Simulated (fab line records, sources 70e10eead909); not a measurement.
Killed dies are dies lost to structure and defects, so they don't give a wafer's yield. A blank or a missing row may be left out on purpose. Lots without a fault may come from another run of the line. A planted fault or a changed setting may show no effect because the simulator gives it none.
A struck lot beside a sound one | flow nand_harc | 33 steps out of a route of 1159
Sound: wafers L943.1, L943.2, L943.4. Struck: wafer L959.1. (L959.3, L959.4 of the same lot were not struck and are left out.) The cause comes at the end.
At each step with rows: each side's tool, then ch and its chambers, then its first start. Under that, the readings that differ: sound wafers | struck wafers | difference of the means | sigmas: that difference in standard deviations of wafers without a fault.
alike: readings whose means differ by less than 2 such deviations, and words and numbers that are the same on both sides. not compared: withheld readings, readings that some wafer has no value for, bounds like >300 that may hide the same value, and numbers for which the record gives no deviation and whose values overlap.
The two part at a step that has a row with sigmas, a row that says differs or no value, or rows on one side only. Numbers that don't overlap but have no deviation are shown without sigmas and don't part them. A reading that every wafer of one side lacks parts them only if that side has two wafers or more.

first, 1 step without rows for these wafers: NHARC_P_M0_DESCUM_14 (chemistry O2, time 3 s).
NHARC_P_M0_ETCH_34: etches the open film in N2/H2, target depth 40 nm, overetch 12 nm, time 43.94 s.
  sound on rie_diel-07 ch 0,1,3, day 6 18:42; struck on rie_diel-05 ch 1, day 10 23:22
  reading                | sound | struck | difference | sigmas
  rf_hours_counter_h (h) | 6 5 5 | 4      | -1         |
  alike: drypump_motor_current_A, h2_flow_sccm, oes_product_au, rf_vpp_V, showerhead_plenum_p_Torr, throttle_valve_pct
then, 1 step without rows for these wafers: NHARC_P_M0_ETCH_15 (etches the open film in C4F8/Ar, target depth 150 nm, overetch 15 nm, time 82.5 s).
NHARC_P_M0_CD_MEAS_16:
  sound on cd_sem-03, day 6 18:55; struck on cd_sem-02, day 10 23:34
  alike: cd_nm
NHARC_P_M0_STRIP_18: strips in N2/H2.
  sound on rie_diel-05 ch 0,2,3, day 6 18:59; struck on rie_diel-07 ch 1, day 10 23:38
  reading                | sound    | struck | difference | sigmas
  rf_hours_counter_h (h) | 12 12 11 | 0      | -12        |
  alike: drypump_motor_current_A, h2_flow_sccm, oes_product_au, rf_vpp_V, showerhead_plenum_p_Torr, throttle_valve_pct
then, 4 steps without rows for these wafers: NHARC_P_M0_STRIP_19 (strips in post etch residue remover, time 600 s); NHARC_P_M0_DEGAS_28 (time 60 s); NHARC_P_M0_PRE_CLEAN_29 (time 30 s); NHARC_P_M0_PVD_20 (deposits TaN, target thk 5 nm, time 8.06 s).
NHARC_P_M0_PVD_21: deposits Cu, target thk 30 nm, time 20.49 s.
  sound on pvd_sputter-01; struck on pvd_sputter-02
  reading              | sound             | struck | difference | sigmas
  substrate_temp_c (C) | 29.88 30.09 29.99 | 29.76  | -0.23      | -2
  alike: cathode_dc_power_W, throttle_valve_pct
then, 2 steps without rows for these wafers: NHARC_P_M0_ECD_22 (material Cu, target thk 400 nm); NHARC_P_M0_ANNEAL_30 (time 90 s).
NHARC_P_M0_CMP_23: polishes, t overpolish 20 s, target thk 117.53 nm.
  sound on cmp-03 ch 0,1,3, day 6 20:41; struck on cmp-03 ch 1, day 11 01:16
  alike: motor_current_A, retaining_ring_pressure_frac, time_to_endpoint_s
NHARC_P_M0_THK_MEAS_24: measures by xrf.
  sound on film_metro-01, day 6 20:58; struck on film_metro-02, day 11 01:35
  alike: thk_nm
then, 1 step without rows for these wafers: NHARC_P_M0_SRD_25.
NHARC_P_M0_INSPECT_27:
  sound on defect_inspect-02, day 6 21:07; struck on defect_inspect-01, day 11 01:44
  reading          | sound       | struck | difference | sigmas
  raw_defect_count | 311 488 471 | 680    | +257       | +3
NHARC_P_M0_PRE_CLEAN_31: time 12 s.
  sound on pecvd-01 ch 1,2, day 6 21:11; struck on pecvd-02 ch 0, day 11 01:50
  alike: heater_power_w, susceptor_temp_C
NHARC_P_M0_DEP_32: deposits SiCN, target thk 30 nm.
  sound on pecvd-01 ch 1,2, day 6 21:16; struck on pecvd-02 ch 0, day 11 01:56
  alike: heater_power_w, susceptor_temp_C
then, 10 steps without rows for these wafers: NHARC_P_M1_DEP_00 (deposits SiOC, target thk 182.5 nm); NHARC_P_M1_DEHYDRATE_01 (time 120 s); NHARC_P_M1_HMDS_02 (time 30 s); NHARC_P_M1_COAT_34 (time 65 s); NHARC_P_M1_COAT_03 (resist thk 90 nm); NHARC_P_M1_SOFTBAKE_04 (time 55 s); NHARC_P_M1_EBR_05; NHARC_P_M1_EXPOSE_06 (exposes mask P M1, target cd 130 nm); NHARC_P_M1_PEB_07 (peb time 65 s); NHARC_P_M1_DEVELOP_08 (develop time 35 s).
NHARC_P_M1_CD_MEAS_09: target cd 130 nm.
  sound on cd_sem-03 ch 0, day 6 22:31; struck on cd_sem-03 ch 0, day 11 03:22
  alike: cd_nm
NHARC_P_M1_OVL_MEAS_10: pitch 260 nm.
  sound on overlay-01, day 6 22:37; struck on overlay-02, day 11 03:27
  reading           | sound       | struck | difference | sigmas
  overlay_x_nm (nm) | 1.3 0.9 1.3 | -0.6   | -1.8       | -2
  alike: overlay_y_nm
NHARC_P_M1_INSPECT_11:
  sound on defect_inspect-02, day 6 22:39; struck on defect_inspect-01, day 11 03:29
  reading          | sound | struck | difference | sigmas
  raw_defect_count | 1 4 4 | 424    | +421       | +99 or more
then, 1 step without rows for these wafers: NHARC_P_M1_DESCUM_14 (chemistry O2, time 3 s).
-- the record jumps here: 13 days lie between the struck wafers' starts before and after (it left off in module P_M1 and takes up again in module END, whose first step shown is number 1159 of the route) --
NHARC_END_SORT_01:
  sound on prober-01 ch 0, day 20 08:01; struck on prober-02 ch 0, day 24 03:14
  reading                  | sound          | struck | difference | sigmas
  defect_limited_yield (%) | 95.6 94.1 93.6 | 54.1   | -40.3      | -25
  killed_at_array          | 27 36 40       | 11     | -23        | -2
  killed_at_periphery      | 3 4 3          | 300    | +297       | +99 or more
  killed_dies              | 30 40 43       | 311    | +273       | +25
  sort_bin_2_pct (%)       | 1.2 1.0 1.3    | 15.4   | +14.2      | +22
  sort_bin_3_pct (%)       | 0.15 0.44 0.15 | 2.95   | +2.70      | +15
  sort_bin_4_pct (%)       | 3.1 4.4 4.9    | 27.6   | +23.5      | +21
  sort_n_pass              | 647 637 634    | 366    | -273       | -25
  sort_rim_yield_pct (%)   | 94.3 98.1 97.2 | 51.9   | -44.6      | -16
  sort_yield_pct (%)       | 95.6 94.1 93.6 | 54.1   | -40.3      | -25
  alike: killed_at_other, killed_open, killed_short

WHERE THEY PART
First at NHARC_P_M0_PVD_21; last, within this record, at NHARC_END_SORT_01.

WHY: what the simulator had put in
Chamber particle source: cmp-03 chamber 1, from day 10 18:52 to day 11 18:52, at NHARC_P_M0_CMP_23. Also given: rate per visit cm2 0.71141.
